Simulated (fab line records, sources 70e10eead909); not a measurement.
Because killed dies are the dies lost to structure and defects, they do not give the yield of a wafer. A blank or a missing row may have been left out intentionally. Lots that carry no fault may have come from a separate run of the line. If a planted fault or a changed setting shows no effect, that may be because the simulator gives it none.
fab line records	flow nandHarc
record: lots: 6	wafers: 18	lastDay: 33
route steps=1302 shown P_M2@338 P_BONDPAD@351 END@1302
lots with no fault: from the same line, run without faults
startH: hours from the record's first day to the start of the lot's first wafer shown	waitH: hours since the lot's step before	" the same as in the row above	L1.1+2: one row covering several wafers at once	- either no value or no given start	* or withheld: withheld	< > ~ a bound
route shown NAME@n: a module of which the file shows steps, and the number in the route of the first	usual: mean and standard deviation over wafers with no fault	same: alike in all rows	chamber/n: place in a boat	sites: each site's reading	_std_site: standard deviation across them	_edge_site: inner sites' mean taken away from outer sites' mean	radiusMm: for every site, how far away it sits from the centre of the wafer	mask NAME#n: copy n	behind: the last tool/chamber to shape the wafer	hold: why the lot went on hold/how many hours it stayed there/how the hold came to an end	device: names the non-switching transistor (n, p or np)	end of line: the tests these same wafers got at the end of their route	a step with no rows: only its recipe	killed: at the first sort, the dies lost to defects and structure; wafer yield is something else	map: a wafer's dies, marking killed ones x, the rest . and places with no die _
set.NAME: the run value of the setting; set.NAME@STEP: its run value at that earlier step	model.NAME: the simulator's own value behind a step, which no gauge read
lots seen at some steps along the route; tables by step, rows by wafer
services: the hour from which a tool's chamber was out of use, counted from the record's first day as startH (under 0 if before that day), plus the number of hours and why
== steps ==
step: NHARC_P_M2_DEGAS_29
recipe: tempC: 250	timeS: 60
step: NHARC_P_M2_PRE_CLEAN_30
recipe: timeS: 30	tempC: 280	gas: H2/He
usual: heaterPowerW: 401/34
lot.wafer	tool	chamber	startH	waitH	heaterPowerW
L576.2	pvdSputter-01	-	-	-	407
L576.4	"	-	"	"	341
L576.3	"	-	"	"	381
L586.1	pvdSputter-03	-	-	-	362
L586.4	"	-	"	"	419
L586.5	"	-	"	"	357
L588.1	pvdSputter-02	-	-	-	382
L588.2	"	-	"	"	450
L588.4	"	-	"	"	426
L593.2	pvdSputter-01	-	-	-	426
L593.5	"	-	"	"	425
L593.6	"	-	"	"	338
L595.2	pvdSputter-01	-	-	-	423
L595.4	"	-	"	"	336
L595.6	"	-	"	"	379
L596.1	pvdSputter-03	-	-	-	432
L596.6	"	-	"	"	443
L596.5	"	-	"	"	435
step: NHARC_P_M2_PVD_20
recipe: targetThkA: 50	biasV: 168.6	powerW: 15000	chamberPressurePa: 0.12	timeS: 8.06	substrateTempC: 50	material: TaN
step: NHARC_P_M2_PVD_21
recipe: targetThkA: 300	chamberPressurePa: 5	powerW: 5000	substrateTempC: 30	timeS: 20.49	material: Cu
step: NHARC_P_M2_ECD_22
recipe: targetThkA: 4000	bathTempC: 25	material: Cu
step: NHARC_P_M2_ANNEAL_31
recipe: tempC: 225	timeS: 90
usual: wafer_temp_C_max: 225.90/0.27
lot.wafer	tool	chamber	startH	waitH	wafer_temp_C_max
L576.2	rtpAnneal-02	0	166.47	0.4	225.78
L576.3	"	0	"	"	225.93
L576.4	"	0	"	"	225.63
L586.1	rtpAnneal-02	0	257.90	-	225.68
L586.4	"	0	"	"	225.65
L586.5	"	0	"	"	225.91
L588.1	rtpAnneal-02	0	278.48	0.3	225.54
L588.2	"	0	"	"	226.30
L588.4	"	0	"	"	225.77
L593.2	rtpAnneal-02	0	332.63	0.5	225.15
L593.5	"	0	"	"	225.76
L593.6	"	0	"	"	225.51
L595.2	rtpAnneal-02	0	355.35	-	225.89
L595.4	"	0	"	"	225.62
L595.6	"	0	"	"	226.11
L596.1	rtpAnneal-01	0	359.19	0.3	226.00
L596.5	"	0	"	"	226.14
L596.6	"	0	"	"	225.87
step: NHARC_P_M2_CMP_23
recipe: tOverpolishS: 20	targetThkNm: 144.3
usual: motorCurrentA: 12.1/1.1	slurryFilterDpKPa: 13.53/0.14	timeToEndpointS: 31/4
lot.wafer	tool	chamber	startH	waitH	motorCurrentA	slurryFilterDpKPa	timeToEndpointS
L576.3	cmp-04	3	166.76	-	12.5	13.67	27
L576.2	"	1	"	"	13.8	13.56	27
L576.4	"	2	"	"	14.0	13.32	32
L586.1	cmp-03	0	258.31	-	10.9	13.51	34
L586.4	"	1	"	"	11.7	13.62	36
L586.5	"	3	"	"	10.1	13.42	32
L588.1	cmp-01	1	278.83	-	14.4	13.64	33
L588.4	"	2	"	"	11.7	13.78	34
L588.2	"	0	"	"	13.5	13.71	29
L593.2	cmp-01	1	332.98	-	14.5	13.60	31
L593.6	"	3	"	"	12.0	13.77	27
L593.5	"	0	"	"	13.0	13.41	30
L595.4	cmp-03	1	355.65	-	11.5	13.28	35
L595.2	"	2	"	"	12.9	13.68	23
L595.6	"	2	"	"	12.1	13.74	20
L596.1	cmp-04	2	359.59	-	13.3	13.43	36
L596.6	"	0	"	"	11.5	13.68	33
L596.5	"	1	"	"	13.5	13.54	29
step: NHARC_P_M2_THK_MEAS_24
recipe: thkMeasGauge: xrf
usual: thkNm: 144.7/1.9
lot.wafer	tool	chamber	startH	waitH	thkNm
L576.2	filmMetro-01	-	167.08	-	142.3
L576.3	"	-	"	"	142.3
L576.4	"	-	"	"	142.4
L586.1	filmMetro-02	-	258.57	-	146.6
L586.4	"	-	"	"	147.3
L586.5	"	-	"	"	144.8
L588.1	filmMetro-01	-	279.14	-	143.9
L588.2	"	-	"	"	144.7
L588.4	"	-	"	"	146.1
L593.2	filmMetro-02	-	333.24	-	145.3
L593.5	"	-	"	"	146.1
L593.6	"	-	"	"	143.8
L595.2	filmMetro-01	-	355.96	-	141.7
L595.4	"	-	"	"	144.6
L595.6	"	-	"	"	142.5
L596.1	filmMetro-01	-	359.84	-	147.0
L596.5	"	-	"	"	143.3
L596.6	"	-	"	"	143.3
step: NHARC_P_M2_SRD_25
step: NHARC_P_M2_INSPECT_27
usual: rawDefectCount: 323/110
lot.wafer	tool	chamber	startH	waitH	rawDefectCount
L576.2	defectInspect-01	-	167.23	0.0	714
L576.3	"	-	"	"	684
L576.4	"	-	"	"	425
L586.1	defectInspect-02	-	258.72	0.0	361
L586.4	"	-	"	"	402
L586.5	"	-	"	"	303
L588.1	defectInspect-02	-	279.30	0.0	232
L588.2	"	-	"	"	160
L588.4	"	-	"	"	243
L593.2	defectInspect-02	-	333.40	0.0	245
L593.5	"	-	"	"	229
L593.6	"	-	"	"	185
L595.2	defectInspect-02	-	356.12	0.0	295
L595.4	"	-	"	"	355
L595.6	"	-	"	"	308
L596.1	defectInspect-01	-	360.01	0.0	417
L596.5	"	-	"	"	346
L596.6	"	-	"	"	413
step: NHARC_P_M2_PRE_CLEAN_32
recipe: timeS: 12	tempC: 370	rfPowerW: 300	gas: NH3
usual: heaterPowerW: 637/73
lot.wafer	tool	chamber	startH	waitH	heaterPowerW
L576.2	pecvd-02	2	167.31	0.1	710
L576.3	"	0	"	"	582
L576.4	"	1	"	"	553
L586.1	pecvd-01	0	258.80	0.1	551
L586.4	"	2	"	"	683
L586.5	"	1	"	"	534
L588.1	pecvd-02	2	279.52	0.2	708
L588.2	"	0	"	"	582
L588.4	"	2	"	"	714
L593.2	pecvd-02	2	333.48	0.1	681
L593.6	"	1	"	"	684
L593.5	"	0	"	"	563
L595.2	pecvd-02	0	356.19	0.1	597
L595.6	"	0	"	"	596
L595.4	"	2	"	"	639
L596.1	pecvd-01	0	360.08	0.1	597
L596.6	"	0	"	"	604
L596.5	"	1	"	"	461
step: NHARC_P_M2_DEP_33
recipe: targetThkA: 300	tempC: 370	targetThkNm: 30	pressureTorr: 3	flowSccm: 200	rfW: 450	material: SiCN
usual: chamberPressureTorr: 3.000/0.0067	heaterPowerOuterW: 320/50	heaterPowerW: 580/72
lot.wafer	tool	chamber	startH	waitH	chamberPressureTorr	heaterPowerOuterW	heaterPowerW
L576.2	pecvd-02	2	167.42	0.1	2.994	273	547
L576.3	"	0	"	"	3.000	381	627
L576.4	"	1	"	"	2.990	266	488
L586.1	pecvd-01	0	258.91	0.1	-	-	-
L586.4	"	2	"	"	-	-	-
L586.5	"	1	"	"	-	-	-
L588.1	pecvd-02	2	279.60	0.1	-	-	-
L588.2	"	0	"	"	-	-	-
L588.4	"	2	"	"	-	-	-
L593.2	pecvd-02	2	333.59	0.1	3.007	292	593
L593.6	"	1	"	"	3.007	288	522
L593.5	"	0	"	"	3.003	322	535
L595.2	pecvd-02	0	356.26	0.1	3.000	302	543
L595.6	"	0	"	"	2.995	303	519
L595.4	"	2	"	"	2.995	311	613
L596.1	pecvd-01	0	360.16	0.1	2.997	257	464
L596.6	"	0	"	"	3.000	250	479
L596.5	"	1	"	"	3.002	201	419
step: NHARC_P_BONDPAD_DEP_00
recipe: targetThkA: 2500	tempC: 370	targetThkNm: 250	pressureTorr: 3	flowSccm: 200	rfW: 450	material: SiCN
usual: chamberPressureTorr: 3.001/0.0066	heaterPowerOuterW: 332/46	heaterPowerW: 594/78
lot.wafer	tool	chamber	startH	waitH	chamberPressureTorr	heaterPowerOuterW	heaterPowerW
L576.3	pecvd-04	2	167.80	-	2.994	366	564
L576.2	"	1	"	"	3.006	410	663
L576.4	"	2	"	"	2.993	270	476
L586.1	pecvd-02	2	259.33	0.4	3.010	335	646
L586.5	"	1	"	"	3.004	367	638
L586.4	"	2	"	"	3.011	335	643
L588.1	pecvd-02	0	279.99	0.3	3.005	302	529
L588.2	"	2	"	"	3.001	274	549
L588.4	"	0	"	"	2.992	322	541
L593.2	pecvd-02	2	-	-	2.985	284	579
L593.5	"	2	"	"	2.995	289	584
L593.6	"	0	"	"	2.999	364	614
L595.2	pecvd-02	1	-	-	3.002	366	632
L595.4	"	2	"	"	2.991	327	623
L595.6	"	0	"	"	3.000	390	627
L596.1	pecvd-04	0	360.66	-	3.000	372	737
L596.5	"	2	"	"	3.007	306	481
L596.6	"	0	"	"	3.001	376	732
step: NHARC_END_SORT_01
recipe: tempC: 25
usual: defectLimitedYield: 91/3.2	killedAtArray: 55/22	killedAtOther: 0.9/1.2	killedAtPeriphery: 3.6/2.3	killedDies: 60/22	killedOpen: 3.2/1.9	killedShort: 2.5/1.6
same: grossDies: 677
lot.wafer	tool	chamber	startH	waitH	defectLimitedYield[%]	killedAtArray	killedAtOther	killedAtPeriphery	killedDies	killedOpen	killedShort
L576.2	prober-01	0	590.07	2.8	96	22	0	4	26	3	3
L576.3	prober-01	0	590.86	3.1	95	28	1	5	34	7	4
L576.4	prober-01	0	591.65	3.4	95	30	0	7	37	4	3
L586.1	prober-01	0	687.51	2.5	90	66	0	1	67	5	3
L586.4	prober-01	0	689.92	3.4	91	58	1	2	61	6	4
L586.5	prober-01	0	690.72	3.7	89	73	0	2	75	4	3
L588.1	prober-02	0	703.25	2.5	89	73	0	4	77	0	2
L588.2	prober-02	0	704.06	2.8	88	71	1	11	83	2	3
L588.4	prober-02	0	705.66	3.4	88	74	0	6	80	2	1
L593.2	prober-02	0	772.59	2.8	89	67	1	4	72	4	1
L593.5	prober-02	0	775.00	3.7	91	58	1	4	63	3	5
L593.6	prober-02	0	775.81	4.0	88	74	0	5	79	6	3
L595.2	prober-02	0	780.46	2.8	88	78	0	3	81	8	4
L595.4	prober-02	0	782.11	3.5	95	32	0	2	34	1	0
L595.6	prober-02	0	783.75	4.1	92	51	1	5	57	2	3
L596.1	prober-01	0	793.92	2.5	93	43	2	1	46	5	3
L596.5	prober-01	0	797.10	3.7	94	36	1	2	39	5	1
L596.6	prober-01	0	797.89	4.0	92	43	1	7	51	1	1
killed by level:class
L576.2 A_CHANNEL_HOLE_D2:chamberFilmFlake=10 P_GATE:chamberFilmFlake=3 A_CHANNEL_HOLE_D1:chamberFilmFlake=2 A_BLC:chamberFilmFlake=2 P_CONTACT:geometricParticle:open=1 A_CHANNEL_HOLE_D1:geometricParticle:short=1 A_CHANNEL_HOLE_D2:geometricParticle:open=1 A_CHANNEL_FILL_D2:geometricParticle:short=1
L576.3 A_CHANNEL_HOLE_D2:chamberFilmFlake=11 A_CONTACT:geometricParticle:open=3 P_GATE:chamberFilmFlake=3 A_CHANNEL_HOLE_D1:chamberFilmFlake=3 A_CHANNEL_FILL_D1:chamberFilmFlake=2 A_STAIRCASE:chamberFilmFlake=2 P_GATE:geometricParticle:open=1 P_M0:geometricParticle:open=1
L576.4 A_CHANNEL_HOLE_D2:chamberFilmFlake=11 P_GATE:chamberFilmFlake=6 A_STAIRCASE:chamberFilmFlake=3 A_CHANNEL_HOLE_D1:chamberFilmFlake=2 A_CHANNEL_FILL_D1:chamberFilmFlake=2 A_CONTACT:chamberFilmFlake=2 P_M2:geometricParticle:short=1 A_CHANNEL_FILL_D1:geometricParticle:open=1
L586.1 A_CHANNEL_HOLE_D1:chamberFilmFlake=23 A_CHANNEL_HOLE_D2:chamberFilmFlake=18 A_CONTACT:chamberFilmFlake=8 A_STAIRCASE:chamberFilmFlake=4 A_ZERO_WELL:chamberFilmFlake=3 A_WL_FILL:geometricParticle:short=2 P_M0:geometricParticle:open=1 A_SOURCE_PLATE:geometricParticle:open=1
L586.4 A_CHANNEL_HOLE_D1:chamberFilmFlake=28 A_CHANNEL_HOLE_D2:chamberFilmFlake=14 A_STAIRCASE:chamberFilmFlake=3 A_CHANNEL_FILL_D1:geometricParticle:open=2 A_CHANNEL_HOLE_D2:geometricParticle:open=2 A_CHANNEL_FILL_D2:geometricParticle:short=2 A_SLIT:chamberFilmFlake=2 P_CONTACT:geometricParticle:open=1
L586.5 A_CHANNEL_HOLE_D1:chamberFilmFlake=36 A_CHANNEL_HOLE_D2:chamberFilmFlake=21 A_CONTACT:chamberFilmFlake=8 A_WL_FILL:chamberFilmFlake=2 P_CONTACT:geometricParticle:open=1 P_M0:geometricParticle:open=1 A_ONON_D1:geometricParticle:short=1 A_CHANNEL_FILL_D1:geometricParticle:short=1
L588.1 A_CHANNEL_HOLE_D1:chamberFilmFlake=33 A_SLIT:chamberFilmFlake=29 A_STAIRCASE:chamberFilmFlake=5 P_CONTACT:chamberFilmFlake=3 A_CONTACT:chamberFilmFlake=3 P_CONTACT:geometricParticle:short=1 A_WL_FILL:geometricParticle:short=1 A_CHANNEL_FILL_D2:chamberFilmFlake=1
L588.2 A_CHANNEL_HOLE_D1:chamberFilmFlake=34 A_SLIT:chamberFilmFlake=22 P_CONTACT:chamberFilmFlake=8 A_STAIRCASE:chamberFilmFlake=5 A_CHANNEL_FILL_D2:chamberFilmFlake=2 A_DECK1_JOINT:chamberFilmFlake=2 A_CONTACT:chamberFilmFlake=2 P_GATE:geometricParticle:open=1
L588.4 A_SLIT:chamberFilmFlake=34 A_CHANNEL_HOLE_D1:chamberFilmFlake=30 P_BONDPAD:chamberFilmFlake=3 A_CONTACT:chamberFilmFlake=3 P_CONTACT:chamberFilmFlake=2 A_STAIRCASE:chamberFilmFlake=2 P_CONTACT:geometricParticle:short=1 A_ONON_D1:geometricParticle:open=1
L593.2 A_CONTACT:chamberFilmFlake=15 A_CHANNEL_HOLE_D1:chamberFilmFlake=14 A_CHANNEL_HOLE_D2:chamberFilmFlake=14 A_SLIT:chamberFilmFlake=9 A_CHANNEL_FILL_D1:chamberFilmFlake=5 P_BONDPAD:chamberFilmFlake=3 A_STAIRCASE:chamberFilmFlake=3 A_WL_FILL:chamberFilmFlake=2
L593.5 A_CHANNEL_HOLE_D2:chamberFilmFlake=17 A_SLIT:chamberFilmFlake=12 A_CONTACT:chamberFilmFlake=8 A_CHANNEL_HOLE_D1:chamberFilmFlake=5 P_BONDPAD:chamberFilmFlake=4 A_CHANNEL_FILL_D1:chamberFilmFlake=3 A_WL_FILL:chamberFilmFlake=3 A_WL_FILL:geometricParticle:short=2
L593.6 A_CHANNEL_HOLE_D2:chamberFilmFlake=34 A_CHANNEL_HOLE_D1:chamberFilmFlake=14 A_CONTACT:chamberFilmFlake=9 A_CHANNEL_FILL_D1:geometricParticle:open=3 P_BONDPAD:chamberFilmFlake=3 A_CHANNEL_FILL_D2:chamberFilmFlake=3 A_SLIT:chamberFilmFlake=3 P_CONTACT:geometricParticle:open=2
L595.2 A_CHANNEL_HOLE_D2:chamberFilmFlake=27 A_CHANNEL_HOLE_D1:chamberFilmFlake=14 A_STAIRCASE:chamberFilmFlake=11 A_SLIT:chamberFilmFlake=5 P_GATE:chamberFilmFlake=3 A_WL_FILL:chamberFilmFlake=3 A_ONON_D2:geometricParticle:open=2 A_WL_FILL:geometricParticle:short=2
L595.4 A_CHANNEL_HOLE_D2:chamberFilmFlake=11 A_CHANNEL_HOLE_D1:chamberFilmFlake=10 A_STAIRCASE:chamberFilmFlake=9 P_M0:geometricParticle:open=1 P_GATE:chamberFilmFlake=1 A_SGD_CUT:chamberFilmFlake=1 A_SLIT:chamberFilmFlake=1
L595.6 A_CHANNEL_HOLE_D2:chamberFilmFlake=17 A_CHANNEL_HOLE_D1:chamberFilmFlake=9 A_STAIRCASE:chamberFilmFlake=9 A_SLIT:chamberFilmFlake=8 P_GATE:chamberFilmFlake=4 P_CONTACT:geometricParticle:open=1 A_BLC:geometricParticle:open=1 A_DECK1_JOINT:geometricParticle:short=1
L596.1 A_SLIT:chamberFilmFlake=19 A_CONTACT:chamberFilmFlake=13 A_CHANNEL_HOLE_D1:chamberFilmFlake=2 THIN_TSV:chamberFilmFlake=2 P_CONTACT:geometricParticle:short=1 A_DECK1_JOINT:geometricParticle:open=1 A_CHANNEL_HOLE_D2:geometricParticle:open=1 A_SGD_CUT:geometricParticle:short=1
L596.5 A_SLIT:chamberFilmFlake=18 A_CONTACT:chamberFilmFlake=7 A_CHANNEL_HOLE_D1:chamberFilmFlake=2 A_CHANNEL_HOLE_D2:chamberFilmFlake=2 A_M0:geometricParticle:short=1 A_ONON_D1:geometricParticle:open=1 A_CHANNEL_HOLE_D1:geometricParticle:open=1 A_DECK1_JOINT:geometricParticle:open=1
L596.6 A_SLIT:chamberFilmFlake=29 A_CONTACT:chamberFilmFlake=7 P_GATE:chamberFilmFlake=3 A_DECK1_JOINT:chamberFilmFlake=3 P_CONTACT:chamberFilmFlake=2 A_CHANNEL_HOLE_D1:chamberFilmFlake=2 P_CONTACT:geometricParticle:open=1 A_WL_FILL:geometricParticle:short=1
== services ==
tool	chamber	startH	hours	kind
pvdSputter-03	-	141.86	4.6	repair
pvdSputter-03	-	149.47	9.0	repair
cmp-01	-	155.68	6.7	repair
cmp-03	-	162.10	4.0	pm
cmp-04	-	168.58	1.7	repair
pvdSputter-03	-	170.00	10.0	pm
cmp-04	-	172.03	0.3	repair
pecvd-04	-	172.68	0.6	repair
cmp-04	-	178.28	4.3	repair
cmp-01	-	185.50	4.0	pm
pvdSputter-03	-	196.98	3.0	repair
pvdSputter-03	-	205.10	16.4	repair
cmp-04	-	209.07	4.0	pm
cmp-04	-	214.63	1.9	repair
pvdSputter-01	-	221.66	2.4	repair
pvdSputter-01	-	226.00	10.0	pm
pecvd-02	-	227.18	13.0	pm
cmp-01	-	231.29	3.8	repair
cmp-03	-	260.10	4.0	pm
cmp-01	-	265.74	0.2	repair
pecvd-02	0	313.10	8.2	repair
pecvd-01	-	313.34	13.0	pm
pvdSputter-01	-	341.71	5.3	repair
pecvd-01	-	342.15	15.5	repair
== key ==
firstSign: step: NHARC_P_M2_DEP_33	reading: toolRecord	direction: missing
effect none on later readings
metAt NHARC_P_M2_DEP_33
struckWafers L586.1,L586.4,L586.5,L588.1,L588.2,L588.4
onsetBetween 167.42 258.91
fault: kind: skippedStepWhole	tool: pecvd-01,pecvd-02	chamber: -	onsetH: 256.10	steps: NHARC_P_M2_DEP_33	scope: struckLotsOnly
